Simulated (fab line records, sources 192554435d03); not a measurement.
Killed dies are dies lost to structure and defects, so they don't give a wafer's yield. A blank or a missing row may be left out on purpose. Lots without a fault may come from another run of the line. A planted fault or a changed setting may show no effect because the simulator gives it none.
Chamber matching | flow n5_finfet | N5_BEOL_M6_ETCH_72 on rie_diel-01: 4 sister chambers
The step etches underlayer in N2/H2, target depth 6.5 nm, time 5.2 s. 20 wafers are shown with their chamber, then 10 later ones without.

WAFERS WITH THEIR CHAMBER
wafer  | chamber | drypump_motor_current_A (A) | showerhead_plenum_p_Torr (Torr) | etch_rf_on_time_s (s)
L076.4 | 0       | 5.6                         | 2.72                            | 5.18
L076.5 | 1       | 6.5                         | 2.50                            | 5.51
L076.6 | 0       | 5.6                         | 2.72                            | 5.19
L075.2 | 1       | 6.5                         | 2.50                            | 5.53
L075.5 | 0       | 5.6                         | 2.72                            | 5.28
L075.6 | 3       | 5.9                         | 2.60                            | 5.01
L080.2 | 0       | 5.6                         | 2.72                            | 5.21
L080.5 | 3       | 5.9                         | 2.60                            | 4.93
L080.6 | 2       | 4.8                         | 2.62                            | 5.21
L084.1 | 0       | 5.6                         | 2.71                            | 5.15
L084.5 | 2       | 4.8                         | 2.62                            | 5.17
L084.6 | 3       | 5.9                         | 2.59                            | 4.99
L087.3 | 3       | 5.9                         | 2.59                            | 4.97
L087.5 | 2       | 4.8                         | 2.61                            | 5.16
L087.6 | 3       | 5.9                         | 2.59                            | 4.96
L089.1 | 3       | 5.9                         | 2.58                            | 4.99
L089.3 | 0       | 5.6                         | 2.71                            | 5.18
L089.6 | 1       | 6.4                         | 2.49                            | 5.27
L091.1 | 2       | 4.8                         | 2.61                            | 5.23
L091.3 | 1       | 6.5                         | 2.49                            | 5.26

SIGNATURES (means of the wafers above)
reading                  | chamber 0 | chamber 1 | chamber 2 | chamber 3 | scatter within a chamber
drypump_motor_current_A  | 5.600     | 6.475     | 4.800     | 5.900     | 0.0217
showerhead_plenum_p_Torr | 2.7167    | 2.4950    | 2.6150    | 2.5917    | 0.00621
etch_rf_on_time_s        | 5.1983    | 5.3925    | 5.1925    | 4.9750    | 0.0718
Rule: a wafer's distance from a chamber is the root of the sum, over the readings, of the square of ((its reading less the chamber's mean) divided by the reading's scatter). The wafer belongs to the nearest chamber; if the next one is less than 2 further off, it can't be placed. The scatter: the root of (the sum of the squares of (reading less its chamber's mean) over the shown wafers, divided by (wafers less chambers)).

WAFERS WITHOUT THEIR CHAMBER
wafer  | drypump_motor_current_A (A) | showerhead_plenum_p_Torr (Torr) | etch_rf_on_time_s (s)
L091.4 | 5.9                         | 2.58                            | 4.97
L090.2 | 6.5                         | 2.49                            | 5.29
L090.3 | 4.8                         | 2.61                            | 5.17
L090.6 | 4.8                         | 2.61                            | 5.21
L093.1 | 5.9                         | 2.58                            | 5.00
L093.3 | 6.4                         | 2.49                            | 5.32
L093.6 | 6.4                         | 2.48                            | 5.27
L096.1 | 5.9                         | 2.58                            | 4.95
L096.3 | 4.8                         | 2.60                            | 5.18
L096.4 | 5.6                         | 2.70                            | 5.20

WHICH CHAMBER EACH WENT THROUGH
wafer  | from the rows above | in truth
L091.4 | 3                   | 3
L090.2 | 1                   | 1
L090.3 | 2                   | 2
L090.6 | 2                   | 2
L093.1 | 3                   | 3
L093.3 | 1                   | 1
L093.6 | 1                   | 1
L096.1 | 3                   | 3
L096.3 | 2                   | 2
L096.4 | 0                   | 0
Placed correctly: 10 of 10. Can't be placed from these rows: 0. Placed wrongly: 0.
